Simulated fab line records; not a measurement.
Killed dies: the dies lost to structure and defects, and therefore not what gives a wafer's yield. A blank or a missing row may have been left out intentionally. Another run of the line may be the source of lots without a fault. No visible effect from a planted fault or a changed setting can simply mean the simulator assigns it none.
fab line records	flow n5-finfet
record: lots: 11	wafers: 33	last-day: 18
route steps=1938 shown BEOL_M5@1175
lots that met no fault: taken from a fault-free run of the same line
start-h: the number of hours between the record's first day and the start of the first shown wafer of the lot	wait-h: hours since the lot's step before	" unchanged from the row above	L1.1+2: a single row standing in for several wafers	- no value, or no start was given	* or withheld: withheld	< > ~ a bound
route shown NAME@n: NAME is a module with steps in the file, n the number in the route of the first one	usual: average and standard deviation across the fault-free wafers	same: alike in all rows	chamber/n: place in a boat	sites: readings site by site	_std_site: the standard deviation of these	_edge_site: the outer-site mean with the inner-site mean subtracted	radius-mm: for every site, how far away it sits from the centre of the wafer	mask NAME#n: copy n	behind: the most recent tool/chamber to have shaped the wafer	hold: why the lot went on hold/how many hours it stayed there/how the hold came to an end	device: the transistor (n, p or np) that didn't switch	end of line: the same wafers' tests at the end of the route	a step without rows: its recipe alone	killed: count of dies lost to structure and defects at first sort (not the wafer's yield)	map: the dies of a wafer, with x for killed, . for not killed, _ for no die there
set.NAME: the setting as run; set.NAME@STEP: as run at that earlier step	model.NAME: the simulator's own value behind a step, which no gauge read
the route's steps for a sample of lots (tables are steps, rows are wafers)
services: from which hour (start-h, from the record's first day; less than 0 if before it) a tool's chamber was out of use, for how many hours, and why
== steps ==
step: N5_BEOL_M5_SPUTTER_48
recipe: material: Cu	target-thk-a: 150	temp-c: -20	chamber-pressure-pa: 0.07	power-w: withheld	time-s: 27.62
usual: chuck-sensor-temp-C: -16.4/0.44	susceptor-temp-C: -19.99/0.12	throttle-valve-pct: 29.8/0.85
same: time-s: 27.62
lot.wafer	tool	chamber	start-h	wait-h	chuck-sensor-temp-C	susceptor-temp-C	throttle-valve-pct
L229.3	pvd-sputter-01	-	197.80	0.1	-16.9	-20.00	29.3
L229.5	"	-	"	"	-16.8	-20.02	30.2
L229.6	"	-	"	"	-16.3	-20.11	28.0
L230.1	pvd-sputter-03	-	198.63	0.2	-16.3	-19.88	30.9
L230.3	"	-	"	"	-15.7	-19.87	30.8
L230.6	"	-	"	"	-15.8	-20.12	30.7
L228.1	pvd-sputter-02	-	200.40	1.5	-15.8	-19.75	28.8
L228.2	"	-	"	"	-16.3	-20.11	31.0
L228.6	"	-	"	"	-16.1	-20.11	30.7
L232.1	pvd-sputter-03	-	205.36	0.1	-15.7	-20.15	31.1
L232.4	"	-	"	"	-16.0	-19.93	30.1
L232.5	"	-	"	"	-16.0	-19.90	30.8
L233.3	pvd-sputter-02	-	207.87	0.1	-17.1	-19.97	29.5
L233.4	"	-	"	"	-16.3	-20.26	29.4
L233.5	"	-	"	"	-16.4	-19.87	29.4
L231.1	pvd-sputter-01	-	207.89	0.1	-16.9	-20.06	29.5
L231.2	"	-	"	"	-16.8	-19.99	29.8
L231.6	"	-	"	"	-16.8	-19.89	29.7
L237.1	pvd-sputter-02	-	236.73	0.1	-16.2	-20.04	30.5
L237.3	"	-	"	"	-16.1	-19.80	28.9
L237.5	"	-	"	"	-16.9	-19.93	29.7
L246.2	pvd-sputter-01	-	305.05	0.1	-16.8	-20.09	29.2
L246.3	"	-	"	"	-16.2	-20.11	28.0
L246.4	"	-	"	"	-16.9	-20.23	29.6
L247.3	pvd-sputter-03	-	305.56	0.2	-16.2	-20.11	30.0
L247.4	"	-	"	"	-16.0	-20.10	30.8
L247.6	"	-	"	"	-15.9	-20.02	31.0
L249.2	pvd-sputter-01	-	316.05	0.2	-17.1	-19.92	30.5
L249.3	"	-	"	"	-16.5	-20.00	29.4
L249.5	"	-	"	"	-16.8	-19.91	29.5
L250.1	pvd-sputter-02	-	338.46	0.2	-16.9	-19.87	29.7
L250.4	"	-	"	"	-16.3	-19.89	30.7
L250.5	"	-	"	"	-16.2	-19.99	29.1
step: N5_BEOL_M5_SPUTTER_83
recipe: material: Cu	target-thk-a: 150	temp-c: -20	chamber-pressure-pa: 0.07	power-w: withheld	time-s: 27.62
usual: chuck-sensor-temp-C: -16.4/0.43	susceptor-temp-C: -20.01/0.1	throttle-valve-pct: 29.8/0.84
same: time-s: 27.62
lot.wafer	tool	chamber	start-h	wait-h	chuck-sensor-temp-C	susceptor-temp-C	throttle-valve-pct
L229.3	pvd-sputter-01	-	199.97	0.5	-16.9	-19.90	29.5
L229.5	"	-	"	"	-16.8	-20.15	30.1
L229.6	"	-	"	"	-16.3	-19.98	28.1
L230.1	pvd-sputter-03	-	200.80	0.5	-16.0	-20.17	31.0
L230.3	"	-	"	"	-15.7	-20.16	31.0
L230.6	"	-	"	"	-15.8	-19.90	30.5
L228.1	pvd-sputter-02	-	202.57	0.5	-16.0	-20.01	28.9
L228.2	"	-	"	"	-16.2	-20.12	30.6
L228.6	"	-	"	"	-16.1	-20.05	30.9
L232.1	pvd-sputter-03	-	207.54	0.5	-16.0	-19.80	31.0
L232.4	"	-	"	"	-16.1	-19.94	30.1
L232.5	"	-	"	"	-16.0	-19.98	30.9
L233.3	pvd-sputter-02	-	210.04	0.5	-16.9	-20.07	29.7
L233.4	"	-	"	"	-16.2	-20.07	29.4
L233.5	"	-	"	"	-16.3	-20.08	29.5
L231.1	pvd-sputter-01	-	210.06	0.5	-16.9	-19.90	29.8
L231.2	"	-	"	"	-16.7	-19.86	29.2
L231.6	"	-	"	"	-16.5	-19.96	29.4
L237.1	pvd-sputter-02	-	238.90	0.5	-16.3	-20.18	30.8
L237.3	"	-	"	"	-16.1	-20.09	28.9
L237.5	"	-	"	"	-17.0	-20.05	29.6
L246.2	pvd-sputter-01	-	307.23	0.5	-16.7	-19.88	29.1
L246.3	"	-	"	"	-16.3	-20.05	28.1
L246.4	"	-	"	"	-16.9	-20.03	29.6
L247.3	pvd-sputter-03	-	307.73	0.5	-16.2	-20.06	30.2
L247.4	"	-	"	"	-15.7	-19.95	31.1
L247.6	"	-	"	"	-15.6	-20.05	31.2
L249.2	pvd-sputter-01	-	318.23	0.5	-17.0	-20.04	30.3
L249.3	"	-	"	"	-16.7	-20.09	29.3
L249.5	"	-	"	"	-16.7	-20.04	29.5
L250.1	pvd-sputter-02	-	340.72	0.5	-17.0	-20.05	29.8
L250.4	"	-	"	"	-16.2	-19.92	30.8
L250.5	"	-	"	"	-16.1	-19.90	29.1
step: N5_BEOL_M5_ANNEAL_84
recipe: temp-c: 400	time-s: 1800	ambient: vacuum
usual: heater-power-w: 826/54	susceptor-temp-C: 400.01/0.23
same: time-s: 1800
lot.wafer	tool	chamber	start-h	wait-h	heater-power-w	susceptor-temp-C
L229.3	pvd-sputter-01	-	200.05	0.0	790	400.02
L229.5	"	-	"	"	788	399.94
L229.6	"	-	"	"	889	400.03
L230.1	pvd-sputter-03	-	200.88	0.0	937	399.81
L230.3	"	-	"	"	753	399.84
L230.6	"	-	"	"	766	400.08
L228.1	pvd-sputter-02	-	202.65	0.0	847	399.88
L228.2	"	-	"	"	933	399.95
L228.6	"	-	"	"	923	399.99
L232.1	pvd-sputter-03	-	207.62	0.0	765	400.16
L232.4	"	-	"	"	796	400.07
L232.5	"	-	"	"	956	400.19
L233.3	pvd-sputter-02	-	210.12	0.0	837	400.15
L233.4	"	-	"	"	825	399.98
L233.5	"	-	"	"	830	400.25
L231.1	pvd-sputter-01	-	210.14	0.0	773	400.30
L231.2	"	-	"	"	792	400.00
L231.6	"	-	"	"	828	399.86
L237.1	pvd-sputter-02	-	238.98	0.0	903	399.64
L237.3	"	-	"	"	842	399.94
L237.5	"	-	"	"	830	399.96
L246.2	pvd-sputter-01	-	307.31	0.0	823	400.18
L246.3	"	-	"	"	874	400.28
L246.4	"	-	"	"	788	399.49
L247.3	pvd-sputter-03	-	307.81	0.0	805	400.41
L247.4	"	-	"	"	720	400.12
L247.6	"	-	"	"	747	399.98
L249.2	pvd-sputter-01	-	318.31	0.0	784	399.90
L249.3	"	-	"	"	810	399.85
L249.5	"	-	"	"	780	399.99
L250.1	pvd-sputter-02	-	340.81	0.0	828	399.98
L250.4	"	-	"	"	928	400.27
L250.5	"	-	"	"	860	400.34
step: N5_BEOL_M5_CMP_52
recipe: stop-on: SiCOH_lowk	t-overpolish-s: 6.9	down-force-psi: 1	platen-rpm: 50	clearing-platen-down-force-psi: 1.5	clearing-platen-rpm: 50	post-cmp-clean: cu-alkaline	target-thk-nm: 62	clearing-platen-pad-velocity-m-s: 0.99484	pad-velocity-m-s: 0.99484
usual: barrier-field-endpoint-s: 24.5/0.66	motor-current-A: 6.3/0.55	overpolish-run-s: 6.900/0.0081	platen-rpm: 50.00/0.037	time-to-endpoint-s: 62/3.6
lot.wafer	tool	chamber	start-h	wait-h	barrier-field-endpoint-s	motor-current-A	overpolish-run-s	platen-rpm	time-to-endpoint-s
L229.3	cmp-01	1	202.68	0.2	24.0	6.1	6.914	49.94	62
L229.5	"	0	"	"	24.7	5.3	6.902	50.01	64
L229.6	"	1	"	"	24.8	6.4	6.902	50.04	60
L230.3	cmp-03	3	203.48	0.2	25.2	6.8	6.884	50.05	64
L230.1	"	0	"	"	23.8	5.9	6.915	49.99	58
L230.6	"	0	"	"	25.6	6.0	6.898	50.00	61
L228.1	cmp-03	1	205.40	0.3	24.2	6.7	6.898	49.92	59
L228.2	"	3	"	"	24.6	6.7	6.896	49.96	66
L228.6	"	1	"	"	24.9	6.6	6.905	49.92	59
L232.4	cmp-04	2	212.01	0.2	24.5	6.3	6.902	50.02	58
L232.1	"	0	"	"	23.7	6.5	6.895	50.01	63
L232.5	"	2	"	"	24.7	6.2	6.912	49.97	61
L233.3	cmp-03	3	212.71	0.2	25.3	6.9	6.901	50.01	69
L233.4	"	2	"	"	25.8	5.8	6.916	49.96	69
L233.5	"	0	"	"	25.5	5.5	6.894	50.01	65
L231.2	cmp-04	3	212.74	0.2	24.0	7.1	6.889	50.04	59
L231.1	"	2	"	"	23.7	6.5	6.895	50.00	56
L231.6	"	0	"	"	24.1	6.3	6.908	49.99	57
L237.1	cmp-01	2	241.76	0.3	23.6	6.5	6.901	49.98	55
L237.3	"	0	"	"	24.8	5.0	6.892	49.95	64
L237.5	"	2	"	"	24.1	6.3	6.898	50.03	54
L246.4	cmp-04	0	309.98	0.2	26.2	6.6	6.902	47.99	66
L246.3	"	1	"	"	26.2	5.6	6.888	48.04	64
L246.2	"	2	"	"	25.0	6.4	6.895	48.00	61
L247.4	cmp-04	3	310.47	0.1	25.3	6.8	6.899	48.02	61
L247.3	"	0	"	"	25.6	7.0	6.907	48.04	63
L247.6	"	3	"	"	25.1	7.2	6.909	48.01	61
L249.2	cmp-03	1	325.04	0.3	23.3	6.7	6.907	50.04	58
L249.3	"	2	"	"	25.6	5.8	6.894	50.02	67
L249.5	"	3	"	"	24.6	6.9	6.904	50.04	64
L250.1	cmp-03	2	343.73	0.3	24.3	6.4	6.895	50.05	63
L250.4	"	3	"	"	24.8	7.0	6.899	50.03	65
L250.5	"	0	"	"	24.6	5.8	6.909	49.97	61
== services ==
tool	chamber	start-h	hours	kind
cmp-04	-	182.02	4.5	repair
cmp-04	-	234.55	4.6	pm
cmp-03	-	238.57	4.0	pm
cmp-03	-	242.57	-	consumable-replace:conditioner
cmp-03	-	242.57	-	consumable-replace:pad
cmp-01	-	263.32	4.0	pm
cmp-01	-	267.32	-	consumable-replace:conditioner
cmp-01	-	267.32	-	consumable-replace:pad
cmp-01	-	271.26	0.5	repair
cmp-01	-	273.23	6.1	pm
cmp-01	-	338.09	1.4	repair
cmp-04	-	339.24	4.0	pm
cmp-04	-	343.24	-	consumable-replace:conditioner
cmp-04	-	343.24	-	consumable-replace:pad
== key ==
first-sign: step: N5_BEOL_M5_CMP_52	reading: platen-rpm	direction: down	sigmas: 54	usual: 50.00	struck: 48.02
effect: step: N5_BEOL_M5_CMP_52	reading: barrier-field-endpoint-s	direction: up	sigmas: 1.6	usual: 24.5	struck: 25.6
met-at N5_BEOL_M5_CMP_52
struck-lots L246,L247
not-acting-at N5_BEOL_M5_SPUTTER_48,N5_BEOL_M5_SPUTTER_83,N5_BEOL_M5_ANNEAL_84
onset-between 212.74 309.98
fault: kind: process-parameter-drift	tool: cmp-04	chamber: -	onset-h: 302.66	steps: N5_BEOL_M5_CMP_52	channel: platen-rpm	offset: -2	shape: step	end-h: 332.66	acts-in: these-recipes-only	stated: 50
